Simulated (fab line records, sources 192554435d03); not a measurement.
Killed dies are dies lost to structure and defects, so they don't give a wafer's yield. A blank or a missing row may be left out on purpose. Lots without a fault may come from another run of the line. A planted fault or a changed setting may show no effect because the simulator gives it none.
fab line records | flow n5_finfet
record lots=7 wafers=39
route steps=1938 shown FIN_SAQP@96 DUMMY_GATE@228 SD_EPI_N@293 GATE_CUT@469 MOL_CONTACT_COAG@535 BEOL_M4@1111
start_h: hours from the record's first day to the start of the lot's first wafer shown | wait_h: hours since the lot's step before | " the same as in the row above | L1.1+2: a row that stands for several wafers | - no value, or no start given | * or withheld: withheld | < > ~ a bound
route shown NAME@n: a module of which the file shows steps, and the number in the route of the first | usual: mean/standard deviation of fault-free wafers | same: alike in all rows | chamber/n: place in a boat | sites: the reading at each site | _std_site: their standard deviation | _edge_site: outer sites' mean less inner sites' | radius_mm: how far each site lies from the wafer's centre | mask NAME#n: copy n | behind: the tool/chamber that last shaped the wafer | hold: why the lot was held/for how many hours/how that ended | device: the transistor (n, p or np) that didn't switch | end of line: the same wafers' tests at the end of the route | a step without rows: its recipe alone | killed: dies lost to structure and defects at the first sort, not the wafer's yield | map: a wafer's dies, x killed, . not, _ none there
set.NAME: the setting as run; set.NAME@STEP: as run at that earlier step | model.NAME: the simulator's own value behind a step, which no gauge read
lots whose settings were changed on purpose; a table a step, a row a wafer
## steps
# step N5_FIN_SAQP_HM_DEP_03
# recipe material=SiNx target_thk_a=380 temp_c=400 precursor=SiH4/NH3/N2 pressure_torr=1.5 rf_w=300 time_s=33.6
# step N5_DUMMY_GATE_EXPOSE_12
# recipe mask_id=GATE na=0.33 source_shape=annular sigma_inner=0.2 sigma_outer=0.6 polarization=unpolarized target_cd_nm=25 dose_mj=34
# step N5_DUMMY_GATE_ETCH_37
# recipe chemistry=N2/H2 target=SOC target_depth_a=600 overetch_a=300 temp_c=40 ion_energy_ev=200 pressure_mtorr=30 source_w=840 bias_w=150 n2_flow_sccm=200 h2_flow_sccm=200
# step N5_DUMMY_GATE_ETCH_44
# recipe chemistry=HBr/O2 over_etch_frac=0.7 target_depth_a=1275 stop_on=SiO2 ion_energy_ev=60 bias_w=20 target=poly-Si mask_material=SiO2 pressure_mtorr=20 icp_w=400 HBr_flow_sccm=120 O2_flow_sccm=10
# step N5_SD_EPI_N_LINER_46
# recipe material=SiNx target_thk_a=30 temp_c=400 ald_precursor_family=SiH2I2 ald_co_reactant=N2/H2-plasma pressure_torr=2
# step N5_GATE_CUT_ETCH_58
# recipe chemistry=CH3F/O2 target=SiNx target_depth_a=170 time_s=128.6 ion_energy_ev=50 pressure_mtorr=30 source_w=415 bias_w=21 Ar_flow_sccm=150 CH3F_flow_sccm=30 O2_flow_sccm=20
# step N5_MOL_CONTACT_COAG_CONTACT_ETCH_14
# recipe chemistry=C4F6/O2 target=SiO2 target_depth_a=275 overetch_a=85 mask_material=SOC pressure_mtorr=30 source_w=370 bias_w=185 Ar_flow_sccm=300 C4F6_flow_sccm=16 O2_flow_sccm=10 time_s=20 ion_energy_ev=259.6
# step N5_BEOL_M4_RC_MEAS_101
# usual DIBL_N=36.1/1.6 DIBL_P=35.7/1.8 IOFF_P=0.21/0.03 IOFF_P_85C=3.6/0.43 REXT_P=101.1/2.6
# columns lot.wafer tool chamber start_h wait_h set.target_thk_a@FIN_SAQP_HM_DEP_03 set.dose_mj@DUMMY_GATE_EXPOSE_12 set.source_w@DUMMY_GATE_ETCH_37 set.target_depth_a@DUMMY_GATE_ETCH_44 set.target_thk_a@SD_EPI_N_LINER_46 set.bias_w@GATE_CUT_ETCH_58 set.time_s@MOL_CONTACT_COAG_CONTACT_ETCH_14 DIBL_N[mV/V] DIBL_P[mV/V] IOFF_P[nA/um] IOFF_P_85C[nA/um] REXT_P[ohm.um]
L077.1 prober-02 0 183.10 0.0 380 31.98 840 1275 28.54 21 20 29.9 27.2 0.17 3.0 101.9
L077.2 " 0 " " 380 34 969.9 1275 28.54 19.04 20 36.2 35.1 0.28 4.5 101.4
L077.3 " 0 " " 380 31.98 840 1275 30 21 18.17 31.2 27.4 0.16 2.8 103.6
L077.4 " 0 " " 380 34 840 1275 30 19.04 18.17 37.1 34.6 0.26 4.3 103.4
L077.5 " 0 " " 380 31.98 969.9 1275 28.54 19.04 18.17 32.8 30.9 0.22 3.7 101.9
L077.6 " 0 " " 380 34 969.9 1275 30 21 20 37.4 35.6 0.28 4.6 104.0
L081.1 prober-01 0 199.26 0.3 380 34 840 1275 30 21 20 37.0 35.0 0.19 3.4 97.9
L081.2 " 0 " " 430.7 36.25 934.5 1160 30 21 16.8 40.3 39.6 0.27 4.6 97.5
L081.3 " 0 " " 380 36.25 934.5 1160 28.36 21 20 42.4 41.8 0.31 5.1 96.3
L081.4 " 0 " " 380 36.25 840 1275 30 21 20 39.5 38.1 0.24 4.2 96.1
L081.5 " 0 " " 430.7 34 934.5 1275 28.36 21 16.8 37.3 35.2 0.20 3.6 96.6
L081.6 " 0 " " 430.7 34 840 1160 28.36 21 16.8 37.2 36.2 0.22 3.9 95.6
L083.1 prober-02 0 220.72 0.0 335 34 880.5 1399 30 22.41 20 35.8 35.6 0.20 3.6 99.1
L083.2 " 0 " " 380 34 840 1399 33.04 21 17.03 35.7 34.5 0.17 3.1 110.6
L083.3 " 0 " " 380 36.7 840 1275 30 22.41 17.03 39.7 40.7 0.27 4.6 109.6
L083.4 " 0 " " 335 36.7 880.5 1399 33.04 22.41 20 41.6 40.8 0.26 4.5 104.5
L083.5 " 0 " " 380 36.7 880.5 1275 33.04 21 17.03 37.9 38.1 0.21 3.8 110.4
L083.6 " 0 " " 335 34 840 1275 30 21 20 37.4 36.9 0.22 3.8 98.6
L085.1 prober-02 0 233.33 0.0 380 34 967.1 1275 32.35 24.67 20 35.8 35.3 0.18 3.2 102.5
L085.2 " 0 " " 380 34 840 1275 30 24.67 20 35.6 36.0 0.20 3.5 100.6
L085.3 " 0 " " 361.7 34.76 840 1275 30 21 20 36.5 37.7 0.23 3.9 99.9
L085.4 " 0 " " 361.7 34 967.1 1275 30 21 20 36.3 36.9 0.21 3.7 98.8
L085.5 " 0 " " 361.7 34.76 967.1 1275 32.35 24.67 20 37.2 37.2 0.20 3.5 102.2
L085.6 " 0 " " 380 34.76 840 1275 32.35 21 20 38.2 38.0 0.22 3.8 102.9
L090.1 prober-02 0 255.59 0.0 380 34 892.1 1275 30 23.51 16.76 36.5 36.7 0.23 3.9 98.7
L090.2 " 0 " " 380 34 892.1 1184 30 21 16.76 36.6 35.8 0.22 3.8 98.9
L090.3 " 0 " " 380 34 840 1184 30 21 20 38.0 38.5 0.28 4.5 98.6
L090.4 " 0 " " 380 34 892.1 1275 30 21 20 38.1 39.6 0.28 4.6 99.1
L090.5 " 0 " " 380 34 840 1184 30 23.51 20 35.4 35.8 0.22 3.7 99.3
L090.6 " 0 " " 380 34 840 1275 30 23.51 16.76 37.2 38.5 0.26 4.2 99.2
L091.1 prober-02 0 276.55 0.0 380 34 840 1275 30 21 20 35.1 36.0 0.20 3.5 100.9
L091.2 " 0 " " 380 34 840 1275 30 21 20 38.1 38.5 0.25 4.2 101.9
L091.6 " 0 " " 380 34 840 1275 30 21 20 35.9 36.2 0.20 3.5 102.4
L076.1 prober-02 0 307.56 0.0 380 34.94 840 1275 30 21 20 37.0 37.4 0.26 4.4 100.1
L076.2 " 0 " " 380 34 840 1228 33.75 21 20 35.1 34.6 0.19 3.5 105.3
L076.3 " 0 " " 380 34 763.2 1228 30 21 20 34.0 34.6 0.22 3.9 99.6
L076.4 " 0 " " 416.9 34.94 763.2 1275 30 21 20 35.1 35.1 0.22 3.8 99.0
L076.5 " 0 " " 416.9 34 763.2 1275 33.75 21 20 34.8 33.5 0.18 3.3 105.6
L076.6 " 0 " " 416.9 34.94 840 1228 33.75 21 20 35.2 34.3 0.19 3.5 105.1
## key
split step=N5_FIN_SAQP_HM_DEP_03 setting=target_thk_a stated_as=380
response none clear
split step=N5_DUMMY_GATE_EXPOSE_12 setting=dose_mj stated_as=34
response step=N5_BEOL_M4_RC_MEAS_101 reading=DIBL_P slope=+0.699 per=1% together_with=all explained=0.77
response step=N5_BEOL_M4_RC_MEAS_101 reading=IOFF_P_85C slope=+0.147 per=1% together_with=all explained=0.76
response step=N5_BEOL_M4_RC_MEAS_101 reading=DIBL_N slope=+0.564 per=1% together_with=all explained=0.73
response step=N5_BEOL_M4_RC_MEAS_101 reading=IOFF_P slope=+0.0102 per=1% together_with=all explained=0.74
split step=N5_DUMMY_GATE_ETCH_37 setting=source_w stated_as=840
response none clear
split step=N5_DUMMY_GATE_ETCH_44 setting=target_depth_a stated_as=1275
response none clear
split step=N5_SD_EPI_N_LINER_46 setting=target_thk_a stated_as=30
response step=N5_BEOL_M4_RC_MEAS_101 reading=REXT_P slope=+0.406 per=1% together_with=all explained=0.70
split step=N5_GATE_CUT_ETCH_58 setting=bias_w stated_as=21
response none clear
split step=N5_MOL_CONTACT_COAG_CONTACT_ETCH_14 setting=time_s stated_as=20
response none clear
